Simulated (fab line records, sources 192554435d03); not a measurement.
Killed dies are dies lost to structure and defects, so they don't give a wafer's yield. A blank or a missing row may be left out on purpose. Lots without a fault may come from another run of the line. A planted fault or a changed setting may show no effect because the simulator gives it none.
fab line records | flow n5_finfet
record lots=5 wafers=15 last_day=16
route steps=1938 shown BEOL_M15@1805
lots that met no fault: from a run of the same line without faults
start_h: hours from the record's first day to the start of the lot's first wafer shown | wait_h: hours since the lot's step before | " the same as in the row above | L1.1+2: a row that stands for several wafers | - no value, or no start given | * or withheld: withheld | < > ~ a bound
route shown NAME@n: a module of which the file shows steps, and the number in the route of the first | usual: mean/standard deviation of fault-free wafers | same: alike in all rows | chamber/n: place in a boat | sites: the reading at each site | _std_site: their standard deviation | _edge_site: outer sites' mean less inner sites' | radius_mm: how far each site lies from the wafer's centre | mask NAME#n: copy n | behind: the tool/chamber that last shaped the wafer | hold: why the lot was held/for how many hours/how that ended | device: the transistor (n, p or np) that didn't switch | end of line: the same wafers' tests at the end of the route | a step without rows: its recipe alone | killed: dies lost to structure and defects at the first sort, not the wafer's yield | map: a wafer's dies, x killed, . not, _ none there
set.NAME: the setting as run; set.NAME@STEP: as run at that earlier step | model.NAME: the simulator's own value behind a step, which no gauge read
lots at some steps of the route; a table a step, a row a wafer
services: from which hour (start_h, from the record's first day; less than 0 if before it) a tool's chamber was out of use, for how many hours, and why
## steps
# step N5_BEOL_M15_OVL_MEAS_29
# recipe points_per_wafer=44
# usual M15_OVL=-3/5.2
# columns lot.wafer tool chamber start_h wait_h M15_OVL[nm]
L076.1 overlay-01 0 271.11 0.0 -7
L076.2 " 0 " " -10
L076.3 " 0 " " -8
L080.1 overlay-02 0 295.99 0.0 -5
L080.2 " 0 " " -2
L080.6 " 0 " " -2
L084.1 overlay-01 0 324.87 0.0 10
L084.4 " 0 " " -2
L084.6 " 0 " " -3
L090.1 overlay-01 0 357.56 0.0 -3
L090.2 " 0 " " 9
L090.3 " 0 " " 0
L092.4 overlay-01 0 357.77 0.0 3
L092.5 " 0 " " -7
L092.6 " 0 " " 2
# step N5_BEOL_M15_INSPECT_30
# recipe mode=adi inspect_instrument=macro
# usual raw_defect_count=2.0/1.4
# columns lot.wafer tool chamber start_h wait_h raw_defect_count
L076.1 defect_inspect-02 - 271.13 0.0 2
L076.2 " - " " 3
L076.3 " - " " 1
L080.1 defect_inspect-02 - 296.01 0.0 0
L080.2 " - " " 1
L080.6 " - " " 0
L084.1 defect_inspect-01 - 324.89 0.0 4
L084.4 " - " " 3
L084.6 " - " " 2
L090.1 defect_inspect-02 - 357.59 0.0 0
L090.2 " - " " 5
L090.3 " - " " 0
L092.4 defect_inspect-01 - 357.80 0.0 0
L092.5 " - " " 1
L092.6 " - " " 0
# step N5_BEOL_M15_DESCUM_33
# recipe chemistry=O2 time_s=7.9 source_power_w=50 bias_power_w=20 pressure_mtorr=20 rf_frequency_hz=2.712e+07 temp_c=40 o2_flow_sccm=225
# usual drypump_motor_current_A=5.7/0.55 o2_flow_sccm=225.0/0.66 oes_product_au=0.81/0.077 rf_vpp_V=242.7/1.2 showerhead_plenum_p_Torr=2.06/0.054 throttle_valve_pct=20.27/0.28
# columns lot.wafer tool chamber start_h wait_h drypump_motor_current_A o2_flow_sccm oes_product_au rf_hours_counter_h rf_vpp_V showerhead_plenum_p_Torr throttle_valve_pct
L076.1 rie_diel-03 0 271.19 0.1 6.5 224.0 0.95 11 241.4 2.04 20.09
L076.2 " 2 " " 5.2 226.2 0.70 229 243.6 2.07 20.68
L076.3 " 3 " " 6.4 224.2 0.86 52 242.9 2.01 19.83
L080.1 rie_diel-05 3 296.04 0.0 5.4 225.4 0.90 47 244.7 2.12 20.37
L080.2 " 0 " " 6.4 223.5 0.76 138 239.9 2.01 20.58
L080.6 " 2 " " 5.7 225.8 0.83 - 243.6 2.10 19.97
L084.1 rie_diel-05 2 324.93 0.0 5.7 224.4 0.81 90 244.0 2.10 19.98
L084.4 " 3 " " 5.5 225.8 0.88 55 243.6 2.11 20.35
L084.6 " 1 " " 5.4 224.7 0.77 - 243.4 2.09 20.06
L090.1 rie_diel-01 2 357.66 0.1 5.6 225.2 0.81 94 241.2 2.03 20.37
L090.2 " 0 " " 6.0 225.4 0.69 214 243.1 2.09 20.76
L090.3 " 1 " " 5.7 224.9 0.89 31 245.0 2.21 20.13
L092.4 rie_diel-03 2 357.85 0.0 5.2 225.8 1.00 - 242.6 2.06 20.28
L092.5 " 1 " " 4.7 224.2 0.84 - 242.2 2.02 20.49
L092.6 " 0 " " 6.6 225.6 0.89 - 243.0 2.03 20.14
# step N5_BEOL_M15_ETCH_61
# recipe chemistry=N2/H2 target=BARC target_depth_a=890 overetch_a=267 time_s=67.9 ion_energy_ev=200 pressure_mtorr=30 source_w=840 bias_w=150 n2_flow_sccm=200 h2_flow_sccm=200
# usual drypump_motor_current_A=5.8/0.55 oes_product_au=0.69/0.059 rf_vpp_V=523.3/2.1 showerhead_plenum_p_Torr=2.52/0.065 throttle_valve_pct=17.83/0.25
# columns lot.wafer tool chamber start_h wait_h drypump_motor_current_A oes_product_au rf_hours_counter_h rf_vpp_V showerhead_plenum_p_Torr throttle_valve_pct
L076.1 rie_diel-03 0 271.22 0.0 6.6 0.79 11 523.5 2.48 17.51
L076.2 " 2 " " 5.2 0.60 229 523.9 2.50 18.16
L076.3 " 3 " " 6.4 0.73 52 523.4 2.50 17.68
L080.1 rie_diel-05 3 296.08 0.0 5.5 0.76 47 526.1 2.62 18.03
L080.2 " 0 " " 6.4 0.64 138 522.0 2.46 18.17
L080.6 " 2 " " 5.7 0.71 - 525.6 2.57 17.57
L084.1 rie_diel-05 2 324.96 0.0 5.7 0.70 90 523.7 2.56 17.57
L084.4 " 3 " " 5.5 0.74 55 525.2 2.61 18.05
L084.6 " 1 " " 5.4 0.67 - 524.8 2.55 17.55
L090.1 rie_diel-01 2 357.69 0.0 5.6 0.69 94 522.4 2.45 17.72
L090.2 " 0 " " 6.0 0.60 214 524.1 2.50 17.99
L090.3 " 1 " " 5.7 0.76 31 527.9 2.69 17.54
L092.4 rie_diel-03 2 357.89 0.0 5.2 0.84 - 523.5 2.49 17.73
L092.5 " 1 " " 4.7 0.70 - 522.1 2.48 18.12
L092.6 " 0 " " 6.5 0.74 - 520.6 2.47 17.54
# step N5_BEOL_M15_TRENCH_ETCH_34
# recipe chemistry=C4F8/O2/Ar target=SiO2 target_depth_a=8729.3 he_inner_torr=15 he_outer_torr=30 time_s=199 ion_energy_ev=800 pressure_mtorr=20 source_w=1905 bias_w=2040 Ar_flow_sccm=400 C4F8_flow_sccm=16 O2_flow_sccm=12
# usual drypump_motor_current_A=5.8/0.55 he_inner_torr=14.999/0.028 oes_product_au=0.82/0.079 rf_vpp_V=2208/53 showerhead_plenum_p_Torr=3.41/0.082 throttle_valve_pct=30.85/0.28
# columns lot.wafer tool chamber start_h wait_h drypump_motor_current_A he_inner_torr oes_product_au rf_hours_counter_h rf_vpp_V showerhead_plenum_p_Torr throttle_valve_pct
L076.1 rie_diel-03 0 271.27 0.0 6.6 15.017 0.94 11 2179 3.43 31.16
L076.2 " 2 " " 5.2 15.027 0.71 229 2274 3.41 31.25
L076.3 " 3 " " 6.4 15.052 0.89 52 2203 3.33 30.44
L080.1 rie_diel-05 3 296.13 0.0 5.5 15.035 0.90 47 2228 3.50 31.12
L080.2 " 0 " " 6.4 15.004 0.75 138 2110 3.31 30.98
L080.6 " 2 " " 5.7 15.029 0.82 - 2248 3.44 30.39
L084.1 rie_diel-05 2 325.01 0.0 5.7 14.991 0.82 90 2247 3.44 30.41
L084.4 " 3 " " 5.5 14.974 0.89 55 2228 3.50 31.10
L084.6 " 1 " " 5.4 14.956 0.76 - 2211 3.47 30.70
L090.1 rie_diel-01 2 357.75 0.0 5.7 14.985 0.80 94 2201 3.33 30.83
L090.2 " 0 " " 6.0 14.982 0.69 214 2281 3.40 31.06
L090.3 " 1 " " 5.7 14.989 0.89 31 2221 3.63 30.64
L092.4 rie_diel-03 2 357.99 0.1 5.2 14.998 1.00 - 2275 3.40 30.90
L092.5 " 1 " " 4.7 15.011 0.83 - 2192 3.34 30.99
L092.6 " 0 " " 6.6 14.975 0.89 - 2180 3.42 31.20
# step N5_BEOL_M15_STRIP_36
# recipe chemistry=O2 power_w=600 temp_c=60 pressure_mtorr=30 rf_frequency_hz=6e+07 bias_power_w=0 overash_fraction=0.3 o2_flow_sccm=225
# usual drypump_motor_current_A=5.7/0.57 o2_flow_sccm=225.0/0.64 oes_product_au=0.82/0.08 rf_vpp_V=3.6/0.96 showerhead_plenum_p_Torr=2.07/0.054 throttle_valve_pct=16.52/0.27
# columns lot.wafer tool chamber start_h wait_h drypump_motor_current_A o2_flow_sccm oes_product_au rf_hours_counter_h rf_vpp_V showerhead_plenum_p_Torr throttle_valve_pct
L076.1 rie_diel-03 3 275.74 4.3 6.4 224.9 0.87 54 3.7 2.02 16.07
L076.2 " 1 " " 4.7 225.0 0.86 58 3.6 2.03 16.69
L076.3 " 2 " " 5.2 224.7 0.70 230 3.0 2.08 16.93
L080.1 rie_diel-03 0 297.26 0.9 6.5 224.2 0.93 18 2.3 2.04 16.35
L080.2 " 2 " " 5.2 225.5 0.69 236 5.6 2.07 16.92
L080.6 " 2 " " 5.2 224.9 0.70 - 3.1 2.07 16.95
L084.1 rie_diel-03 0 330.72 5.5 6.5 224.8 0.91 28 3.6 2.04 16.38
L084.4 " 1 " " 4.7 225.8 0.84 74 3.4 2.03 16.74
L084.6 " 2 " " 5.2 225.6 0.68 - 1.4 2.07 16.94
L090.1 rie_diel-03 2 358.41 0.5 5.2 225.2 0.98 1 4.4 2.07 16.45
L090.2 " 0 " " 6.6 225.6 0.89 39 3.5 2.03 16.37
L090.3 " 1 " " 4.7 224.6 0.83 84 3.5 2.03 16.75
L092.4 rie_diel-03 2 360.84 2.7 5.2 224.5 0.98 - 2.5 2.07 16.48
L092.5 " 0 " " 6.6 225.8 0.87 - 2.7 2.03 16.35
L092.6 " 1 " " 4.7 224.6 0.83 - 4.4 2.03 16.76
# step N5_BEOL_M15_STRIP_62
# recipe chemistry=O2 power_w=600 temp_c=60 pressure_mtorr=30 rf_frequency_hz=6e+07 bias_power_w=0 overash_fraction=0.3 o2_flow_sccm=225
# usual drypump_motor_current_A=5.7/0.57 o2_flow_sccm=225.0/0.6 oes_product_au=0.82/0.079 rf_vpp_V=3.6/0.49 showerhead_plenum_p_Torr=2.07/0.054 throttle_valve_pct=16.52/0.27
# columns lot.wafer tool chamber start_h wait_h drypump_motor_current_A o2_flow_sccm oes_product_au rf_hours_counter_h rf_vpp_V showerhead_plenum_p_Torr throttle_valve_pct
L076.1 rie_diel-03 3 - - 6.4 225.6 0.86 54 3.8 2.02 16.09
L076.2 " 1 " " 4.7 224.3 0.87 58 3.1 2.03 16.72
L076.3 " 2 " " 5.2 224.5 0.70 230 4.2 2.08 16.93
L080.1 rie_diel-03 0 - - 6.6 225.5 0.92 18 4.1 2.04 16.34
L080.2 " 2 " " 5.2 225.1 0.69 236 3.3 2.07 16.93
L080.6 " 2 " " 5.2 224.8 0.69 - 3.0 2.07 16.95
L084.1 rie_diel-03 0 - - 6.5 224.2 0.91 28 3.1 2.04 16.36
L084.4 " 1 " " 4.7 225.6 0.84 74 4.7 2.03 16.74
L084.6 " 2 " " 5.2 224.1 0.69 - 3.0 2.07 16.94
L090.1 rie_diel-03 2 - - 5.2 224.4 0.99 1 4.7 2.07 16.47
L090.2 " 0 " " 6.6 225.1 0.89 39 3.5 2.03 16.38
L090.3 " 1 " " 4.7 225.2 0.83 84 3.6 2.03 16.78
L092.4 rie_diel-03 2 - - 5.2 225.0 0.98 - 4.1 2.07 16.46
L092.5 " 0 " " 6.5 225.7 0.88 - 4.1 2.03 16.38
L092.6 " 1 " " 4.7 224.7 0.83 - 3.1 2.03 16.75
# step N5_BEOL_M15_STRIP_37
# recipe chemistry=O2 power_w=600 temp_c=60 pressure_mtorr=30 rf_frequency_hz=6e+07 bias_power_w=0 overash_fraction=0.3 o2_flow_sccm=225
# usual drypump_motor_current_A=5.7/0.57 o2_flow_sccm=224.9/0.66 oes_product_au=0.82/0.08 rf_vpp_V=3.7/0.67 showerhead_plenum_p_Torr=2.07/0.054 throttle_valve_pct=16.52/0.26
# columns lot.wafer tool chamber start_h wait_h drypump_motor_current_A o2_flow_sccm oes_product_au rf_hours_counter_h rf_vpp_V showerhead_plenum_p_Torr throttle_valve_pct
L076.1 rie_diel-03 3 - - 6.4 225.2 0.86 54 4.1 2.02 16.08
L076.2 " 1 " " 4.7 224.9 0.86 58 3.7 2.03 16.71
L076.3 " 2 " " 5.2 225.4 0.70 230 3.5 2.08 16.93
L080.1 rie_diel-03 0 - - 6.5 224.9 0.92 18 3.6 2.04 16.34
L080.2 " 2 " " 5.2 224.7 0.69 236 3.1 2.07 16.93
L080.6 " 2 " " 5.2 224.1 0.69 - 4.6 2.07 16.94
L084.1 rie_diel-03 0 - - 6.5 225.3 0.91 28 5.2 2.04 16.34
L084.4 " 1 " " 4.7 225.0 0.84 74 3.2 2.03 16.73
L084.6 " 2 " " 5.2 224.8 0.68 - 4.1 2.07 16.95
L090.1 rie_diel-03 2 - - 5.2 224.3 1.00 1 4.2 2.07 16.49
L090.2 " 0 " " 6.5 225.7 0.89 39 2.4 2.03 16.38
L090.3 " 1 " " 4.7 225.6 0.84 84 3.3 2.03 16.76
L092.4 rie_diel-03 2 - - 5.2 223.8 0.98 - 4.0 2.07 16.47
L092.5 " 0 " " 6.6 226.0 0.89 - 3.8 2.03 16.38
L092.6 " 1 " " 4.7 224.1 0.84 - 3.8 2.03 16.76
# step N5_BEOL_M15_ETCH_38
# recipe chemistry=CF4/N2 target=SiCN target_depth_a=1064 taper_deg=2 time_s=120.5 ion_energy_ev=150 mask_material=SiO2 pressure_mtorr=40 source_w=430 bias_w=70 Ar_flow_sccm=100 cf4_flow_sccm=60 n2_flow_sccm=60
# usual drypump_motor_current_A=5.7/0.57 oes_product_au=0.83/0.085 rf_vpp_V=381.8/1.5 showerhead_plenum_p_Torr=2.19/0.052 throttle_valve_pct=15.35/0.23
# columns lot.wafer tool chamber start_h wait_h drypump_motor_current_A oes_product_au rf_hours_counter_h rf_vpp_V showerhead_plenum_p_Torr throttle_valve_pct
L076.1 rie_diel-03 3 - - 6.4 0.90 54 380.9 2.16 15.01
L076.2 " 1 " " 4.7 0.86 58 381.2 2.16 15.57
L076.3 " 2 " " 5.2 0.71 230 381.1 2.18 15.69
L080.1 rie_diel-03 0 - - 6.5 0.92 18 381.4 2.19 15.31
L080.2 " 2 " " 5.2 0.71 236 381.5 2.18 15.71
L080.6 " 2 " " 5.2 0.71 - 380.1 2.18 15.68
L084.1 rie_diel-03 0 - - 6.5 0.90 28 379.9 2.19 15.33
L084.4 " 1 " " 4.7 0.85 74 380.0 2.16 15.59
L084.6 " 2 " " 5.2 0.70 - 381.3 2.18 15.71
L090.1 rie_diel-03 2 - - 5.2 1.01 1 380.8 2.17 15.20
L090.2 " 0 " " 6.5 0.89 39 381.0 2.18 15.36
L090.3 " 1 " " 4.7 0.83 84 381.5 2.15 15.63
L092.4 rie_diel-03 2 - - 5.2 1.00 - 382.7 2.17 15.22
L092.5 " 0 " " 6.5 0.88 - 380.7 2.18 15.34
L092.6 " 1 " " 4.7 0.83 - 379.8 2.15 15.63
# step N5_BEOL_M15_PRECLEAN_39
# recipe chemistry=residue_remover time_s=60 temp_c=40
# columns lot.wafer tool chamber start_h wait_h
L076.1+2+3 wet_bench-01 7,5,6 276.02 -
L080.1+2+6 wet_bench-01 6,1,2 297.53 -
L084.1+4+6 wet_bench-01 6,0,7 330.99 -
L090.1+2+3 wet_bench-03 3,5,7 358.68 -
L092.4+5+6 wet_bench-01 3,5,6 361.09 -
# step N5_BEOL_M15_SRD_40
# recipe time_s=30 temp_c=23 rinse_liquid=diw dry=n2_spin spin_rpm=1500 dry_time_s=30
# columns lot.wafer tool chamber start_h wait_h
L076.1+2+3 wet_bench-01 7,5,6 276.03 0.0
L080.1+2+6 wet_bench-01 6,1,2 297.56 0.0
L084.1+4+6 wet_bench-01 6,0,7 331.01 0.0
L090.1+2+3 wet_bench-03 3,5,7 358.70 0.0
L092.4+5+6 wet_bench-01 3,5,6 361.11 0.0
# step N5_BEOL_M15_DEGAS_41
# recipe ambient=vacuum temp_c=300 time_s=60
# usual heater_power_w=459/44
# columns lot.wafer tool chamber start_h wait_h heater_power_w
L076.1 pvd_sputter-02 - 276.38 0.3 471
L076.2 " - " " 413
L076.3 " - " " 490
L080.1 pvd_sputter-01 - 298.13 0.6 473
L080.2 " - " " 485
L080.6 " - " " 488
L084.1 pvd_sputter-02 - 331.16 0.1 481
L084.4 " - " " 478
L084.6 " - " " 368
L090.1 pvd_sputter-01 - 359.33 0.6 502
L090.2 " - " " 489
L090.3 " - " " 485
L092.4 pvd_sputter-03 - 361.44 0.3 508
L092.5 " - " " 384
L092.6 " - " " 456
# step N5_BEOL_M15_PRE_CLEAN_42
# recipe gas=H2/He time_s=30 temp_c=300
# usual heater_power_w=457/44
# columns lot.wafer tool chamber start_h wait_h heater_power_w
L076.1 pvd_sputter-02 - 276.42 0.0 472
L076.2 " - " " 410
L076.3 " - " " 494
L080.1 pvd_sputter-01 - 298.17 0.0 469
L080.2 " - " " 490
L080.6 " - " " 474
L084.1 pvd_sputter-02 - 331.20 0.0 474
L084.4 " - " " 477
L084.6 " - " " 363
L090.1 pvd_sputter-01 - 359.37 0.0 486
L090.2 " - " " 486
L090.3 " - " " 468
L092.4 pvd_sputter-03 - 361.48 0.0 491
L092.5 " - " " 392
L092.6 " - " " 459
# step N5_BEOL_M15_SPUTTER_43
# recipe material=TaN target_thk_a=150 temp_c=50 bias_v=168.6 power_w=15000 chamber_pressure_pa=0.12 time_s=24.19
# usual throttle_valve_pct=29.7/1.1
# columns lot.wafer tool chamber start_h wait_h throttle_valve_pct
L076.1 pvd_sputter-02 - 276.46 0.0 29.2
L076.2 " - " " 30.4
L076.3 " - " " 29.7
L080.1 pvd_sputter-01 - 298.21 0.0 30.0
L080.2 " - " " 28.3
L080.6 " - " " 30.4
L084.1 pvd_sputter-02 - 331.24 0.0 29.1
L084.4 " - " " 29.0
L084.6 " - " " 30.1
L090.1 pvd_sputter-01 - 359.41 0.0 28.3
L090.2 " - " " 30.6
L090.3 " - " " 31.6
L092.4 pvd_sputter-03 - 361.52 0.0 28.9
L092.5 " - " " 27.5
L092.6 " - " " 30.0
# step N5_BEOL_M15_SPUTTER_44
# recipe material=Ta target_thk_a=150 temp_c=50 bias_v=80 power_w=15000 chamber_pressure_pa=0.07 time_s=24.19
# usual throttle_valve_pct=29.8/1.1
# columns lot.wafer tool chamber start_h wait_h throttle_valve_pct
L076.1 pvd_sputter-02 - 276.54 0.0 29.5
L076.2 " - " " 30.5
L076.3 " - " " 30.0
L080.1 pvd_sputter-01 - 298.29 0.0 30.1
L080.2 " - " " 28.4
L080.6 " - " " 30.2
L084.1 pvd_sputter-02 - 331.32 0.0 29.3
L084.4 " - " " 29.1
L084.6 " - " " 30.2
L090.1 pvd_sputter-01 - 359.49 0.0 28.4
L090.2 " - " " 30.5
L090.3 " - " " 31.9
L092.4 pvd_sputter-03 - 361.60 0.0 29.2
L092.5 " - " " 27.5
L092.6 " - " " 29.9
# step N5_BEOL_M15_SPUTTER_45
# recipe material=Cu target_thk_a=1000 temp_c=-20 bias_v=60 power_w=26000 chamber_pressure_pa=0.13 time_s=16.67
# usual throttle_valve_pct=29.7/1.1
# columns lot.wafer tool chamber start_h wait_h throttle_valve_pct
L076.1 pvd_sputter-02 - 276.62 0.0 29.1
L076.2 " - " " 30.5
L076.3 " - " " 30.1
L080.1 pvd_sputter-01 - 298.37 0.0 30.0
L080.2 " - " " 28.3
L080.6 " - " " 30.3
L084.1 pvd_sputter-02 - 331.40 0.0 29.2
L084.4 " - " " 29.1
L084.6 " - " " 30.1
L090.1 pvd_sputter-01 - 359.57 0.0 28.1
L090.2 " - " " 30.3
L090.3 " - " " 31.8
L092.4 pvd_sputter-03 - 361.68 0.0 29.3
L092.5 " - " " 27.5
L092.6 " - " " 30.1
# step N5_BEOL_M15_ECD_47
# recipe material=Cu target_thk_a=18600
# columns lot.wafer tool chamber start_h wait_h
L076.1+2+3 ecd_cu-01 1,0,1 276.73 0.1
L080.1+2+6 ecd_cu-01 1,0,1 298.49 0.1
L084.1+4+6 ecd_cu-02 1,1,0 331.52 0.1
L090.1+2+3 ecd_cu-01 1,0,0 359.69 0.1
L092.4+5+6 ecd_cu-01 0,0,1 361.87 0.2
# step N5_BEOL_M15_ANNEAL_48
# recipe temp_c=225 time_s=90 ambient=N2
# usual anneal_temp_c_max=226.0/0.53 wafer_temp_C_max=226.5/0.33
# columns lot.wafer tool chamber start_h wait_h anneal_temp_c_max wafer_temp_C_max
L076.1 rtp_anneal-02 0 277.00 0.2 225.5 226.3
L076.2 " 0 " " 225.6 226.7
L076.3 " 0 " " 225.6 227.3
L080.1 rtp_anneal-02 0 298.74 0.2 225.8 226.4
L080.2 " 0 " " 225.8 226.5
L080.6 " 0 " " 225.6 226.9
L084.1 rtp_anneal-01 0 331.76 0.2 226.1 226.8
L084.4 " 0 " " 226.1 226.7
L084.6 " 0 " " 226.7 226.6
L090.1 rtp_anneal-01 0 359.93 0.2 226.4 227.2
L090.2 " 0 " " 226.8 227.0
L090.3 " 0 " " 225.9 226.2
L092.4 rtp_anneal-02 0 362.18 0.2 225.2 226.4
L092.5 " 0 " " 225.1 227.1
L092.6 " 0 " " 225.3 226.4
# step N5_BEOL_M15_CMP_49
# recipe stop_on=SiO2 t_overpolish_s=4.9 down_force_psi=2 platen_rpm=80 clearing_platen_down_force_psi=2 clearing_platen_rpm=80 post_cmp_clean=cu_alkaline target_thk_nm=850 clearing_platen_pad_velocity_m_s=1.5917 pad_velocity_m_s=1.5917
# usual barrier_field_endpoint_s=11.60/0.29 motor_current_A=8.0/0.55 overpolish_run_s=4.899/0.0089 slurry_flow_ml_min=150.0/0.49
# same t_overpolish_s=4.9
# columns lot.wafer tool chamber start_h wait_h barrier_field_endpoint_s motor_current_A overpolish_run_s slurry_flow_ml_min
L076.3 cmp-01 2 277.31 0.2 11.21 7.1 4.894 150.1
L076.2 " 3 " " 11.78 7.6 4.900 150.0
L076.1 " 1 " " 11.41 8.3 4.904 149.4
L080.1 cmp-02 2 299.09 0.3 11.93 8.6 4.911 150.9
L080.2 " 0 " " 11.84 8.6 4.907 150.3
L080.6 " 1 " " 12.16 8.9 4.907 149.4
L084.1 cmp-04 1 332.10 0.3 11.92 8.5 4.899 150.4
L084.4 " 3 " " 11.86 8.3 4.897 149.6
L084.6 " 1 " " 11.79 8.3 4.901 151.0
L090.3 cmp-04 3 360.23 0.2 11.97 8.7 4.899 149.4
L090.2 " 0 " " 11.41 7.3 4.879 149.9
L090.1 " 2 " " 11.61 7.7 4.895 149.8
L092.4 cmp-04 0 362.34 0.1 11.86 7.4 4.892 149.4
L092.5 " 0 " " 11.67 7.2 4.899 149.3
L092.6 " 1 " " 11.90 8.4 4.893 149.2
# step N5_BEOL_M15_THK_MEAS_50
# recipe thk_meas_gauge=xrf reads=Cu_of_BEOL_M15_ECD_47
# usual M15_THK=863/28
# columns lot.wafer tool chamber start_h wait_h M15_THK[nm]
L076.1 film_metro-02 - 277.60 - 878
L076.2 " - " " 877
L076.3 " - " " 912
L080.1 film_metro-02 - 299.35 - 916
L080.2 " - " " 884
L080.6 " - " " 863
L084.1 film_metro-01 - 332.35 - 850
L084.4 " - " " 887
L084.6 " - " " 796
L090.1 film_metro-01 - 360.52 - 854
L090.2 " - " " 829
L090.3 " - " " 877
L092.4 film_metro-02 - 362.64 - 873
L092.5 " - " " 864
L092.6 " - " " 878
# step N5_BEOL_M15_PRE_CLEAN_52
# recipe gas=NH3 time_s=15 temp_c=withheld rf_power_w=300
# columns lot.wafer tool chamber start_h wait_h
L076.1+2+3 pecvd-03 1,0,2 277.64 0.0
L080.1+2+6 pecvd-02 2,1,0 299.39 0.0
L084.1+4+6 pecvd-02 1,0,1 332.39 0.0
L090.1+2+3 pecvd-03 0,2,1 360.56 0.0
L092.4+5+6 pecvd-04 0,2,1 362.68 0.0
# step N5_BEOL_M15_DEP_53
# recipe material=SiCN target_thk_a=500 temp_c=withheld precursor=3MS/NH3 pressure_torr=3 rf_w=675 time_s=17.8
# usual showerhead_plenum_p_Torr=4.158/0.027 throttle_valve_pct=18.0/1.4
# columns lot.wafer tool chamber start_h wait_h showerhead_plenum_p_Torr throttle_valve_pct
L076.1 pecvd-03 1 277.66 0.0 4.100 16.7
L076.2 " 0 " " 4.182 20.6
L076.3 " 2 " " 4.130 17.2
L080.1 pecvd-02 2 299.41 0.0 4.137 17.1
L080.2 " 1 " " 4.189 20.7
L080.6 " 0 " " 4.153 16.9
L084.1 pecvd-02 1 332.41 0.0 4.213 20.6
L084.4 " 0 " " 4.169 17.1
L084.6 " 1 " " 4.207 20.6
L090.1 pecvd-03 0 360.58 0.0 4.188 20.8
L090.2 " 2 " " 4.132 17.1
L090.3 " 1 " " 4.117 16.5
L092.4 pecvd-04 0 362.71 0.0 4.153 17.3
L092.5 " 2 " " 4.163 18.4
L092.6 " 1 " " 4.175 17.9
# step N5_BEOL_M15_RS_MEAS_54
# recipe thk_meas_gauge=four-point-probe reads=Cu_of_BEOL_M15_ECD_47+Ta_of_BEOL_M15_SPUTTER_44+TaN_of_BEOL_M15_SPUTTER_43
# usual M15_RS=0.0214/0.0007
# columns lot.wafer tool chamber start_h wait_h M15_RS[ohm/sq]
L076.1 film_metro-01 - 277.73 0.0 0.0211
L076.2 " - " " 0.0211
L076.3 " - " " 0.0204
L080.1 film_metro-01 - 299.48 0.0 0.0203
L080.2 " - " " 0.0211
L080.6 " - " " 0.0217
L084.1 film_metro-01 - 332.48 0.0 0.0215
L084.4 " - " " 0.0206
L084.6 " - " " 0.0229
L090.1 film_metro-01 - 360.65 0.0 0.0215
L090.2 " - " " 0.0222
L090.3 " - " " 0.0210
L092.4 film_metro-01 - 362.77 0.0 0.0210
L092.5 " - " " 0.0212
L092.6 " - " " 0.0208
# step N5_BEOL_M15_INSPECT_55
# recipe inspect_instrument=darkfield mode=post_dep
# usual raw_defect_count=78/27
# columns lot.wafer tool chamber start_h wait_h raw_defect_count
L076.1 defect_inspect-01 - 277.76 0.0 51
L076.2 " - " " 61
L076.3 " - " " 54
L080.1 defect_inspect-01 - 299.50 0.0 128
L080.2 " - " " 109
L080.6 " - " " 94
L084.1 defect_inspect-02 - 332.51 0.0 73
L084.4 " - " " 53
L084.6 " - " " 33
L090.1 defect_inspect-01 - 360.68 0.0 67
L090.2 " - " " 41
L090.3 " - " " 60
L092.4 defect_inspect-01 - 362.80 0.0 95
L092.5 " - " " 87
L092.6 " - " " 59
## services
# columns tool chamber start_h hours kind
rie_diel-01 3 248.54 4.6 repair
rtp_anneal-01 - 255.36 3.8 pm
cmp-04 - 271.38 4.0 pm
rie_diel-03 - 271.79 0.6 repair
pvd_sputter-03 - 277.53 2.1 repair
cmp-02 - 287.59 5.1 pm
ecd_cu-02 - 289.80 27.8 repair
cmp-01 - 291.90 4.0 pm
cmp-02 - 295.00 0.6 repair
pecvd-03 0 305.82 12.4 repair
ecd_cu-01 - 307.92 0.7 repair
rie_diel-05 2 312.96 1.2 repair
cmp-04 - 313.35 0.6 repair
pecvd-04 1 317.12 3.5 repair
rie_diel-05 0 325.26 13.9 repair
pecvd-03 - 329.15 14.6 pm
cmp-02 - 329.55 0.3 repair
rie_diel-05 1 332.19 21.8 repair
rie_diel-03 2 344.44 - clean
rie_diel-03 2 344.44 - consumable_replace:focus_ring
rtp_anneal-02 - 345.48 2.7 pm
rie_diel-01 1 350.76 4.5 repair
pecvd-03 - 351.09 5.5 pm
rie_diel-03 3 355.96 5.1 repair
## key
fault none
